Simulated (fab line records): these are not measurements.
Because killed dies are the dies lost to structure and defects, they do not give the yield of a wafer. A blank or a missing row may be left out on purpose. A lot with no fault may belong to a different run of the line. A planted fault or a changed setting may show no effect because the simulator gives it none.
A struck lot beside a sound one || flow n5 finfet || 16 out of 1938 route steps
Sound: wafers L202.1, L202.3, L202.5. Wafers struck: L211.5, L211.6. The cause is given at the end.
For every step that has rows: the tool of each side, followed by ch and its chambers, followed by its first start. Under that, the readings that differ: sound wafers || struck wafers || difference of the means || sigmas: that difference in standard deviations of wafers without a fault.
alike: same words and numbers on both sides, and readings whose means sit less than 2 such deviations apart. not compared: any withheld reading, any reading some wafer has no value for, any bound like >300 that may hide the same value, and any number with overlapping values for which the record gives no deviation.
A row with sigmas, a row that says differs or no value, or rows on one side alone: a step with any of these is where the two part. Numbers that have no deviation but don't overlap get no sigmas and don't part them. A reading missing from all wafers of one side parts the sides only when that side holds two or more wafers.

first, 4 steps without rows for these wafers: N5_BEOL_M6_HM_STRIP_39 (strips TiN in peroxide tin strip, target depth 25 nm, time 158 s); N5_BEOL_M6_SRD_40 (time 30 s); N5_BEOL_M6_PRECLEAN_42 (cleans in residue remover, time 60 s); N5_BEOL_M6_SRD_43 (time 30 s).
N5_BEOL_M6_CD_MEAS_35: target cd 40 nm, target cd y 28 nm.
  struck on cd sem-03, day 14 15:05; sound on cd sem-02, day 11 12:00
  alike: cd nm
N5_BEOL_M6_CURE_75: cures SiCOH lowk, time 120 s.
  sound on uv cure-02 ch 2, day 11 12:02; struck on uv cure-01 ch 2, day 14 15:19
  alike: lamp power pct, wafer_temp_C_max
N5_BEOL_M6_DEGAS_44: time 60 s.
  struck on pvd sputter-03, day 14 15:54; sound on pvd sputter-02, day 11 12:34
  alike: heater power w
N5_BEOL_M6_PRE_CLEAN_45: time 30 s.
  struck on pvd sputter-03, day 14 15:56; sound on pvd sputter-02, day 11 12:36
  alike: heater power w
then, 1 step without rows for these wafers: N5_BEOL_M6_ALD_77 (deposits TaN, target thk 2 nm, pulse time 2 s, purge time 3 s).
N5_BEOL_M6_SURFACE_TREAT_79:
  struck on pvd sputter-03, day 14 16:23; sound on pvd sputter-03, day 11 14:29
  not compared: throttle valve pct
then, 1 step without rows for these wafers: N5_BEOL_M6_CVD_78 (deposits Co from CCTBA/H2, target thk 2 nm, time 142.3 s).
N5_BEOL_M6_SPUTTER_48: material Cu, target thk 10 nm, time 1.667 s.
  struck on pvd sputter-03, day 14 16:42; sound on pvd sputter-03, day 11 14:54
  alike: throttle valve pct
N5_BEOL_M6_ECD_50: material Cu, target thk 300 nm.
  sound on ecd cu-02 ch 0,1, day 11 15:01; struck on ecd cu-02 ch 0,1, day 14 16:50
{"reading": "model.Cu_of_BEOL_M6_ECD_50.thk nm (nm)", "sound": "305 298 297.8", "struck": "546 548.4", "difference": "+247", "sigmas": ""}
then, 1 step without rows for these wafers: N5_BEOL_M6_ANNEAL_51 (time 90 s).
N5_BEOL_M6_CMP_52: polishes, stops on SiCOH lowk, t overpolish 6.9 s, target thk 80 nm.
  sound on cmp-04 ch 0,3, day 11 15:38; struck on cmp-02 ch 0,1, day 14 17:19
{"reading": "time to endpoint s (s)", "sound": "63 61 66", "struck": "118 111", "difference": "+51", "sigmas": "+17"}
  alike: clearing platen rpm, motor current A
N5_BEOL_M6_THK_MEAS_53: measures by xrf.
  struck on film metro-01, day 14 17:28; sound on film metro-02, day 11 15:56
  alike: M6_THK

== WHERE THEY PART ==
Only at N5_BEOL_M6_CMP_52, within this record. Later steps at which nothing parts them and some readings are alike: N5_BEOL_M6_THK_MEAS_53.

WHY: whatever the simulator had introduced
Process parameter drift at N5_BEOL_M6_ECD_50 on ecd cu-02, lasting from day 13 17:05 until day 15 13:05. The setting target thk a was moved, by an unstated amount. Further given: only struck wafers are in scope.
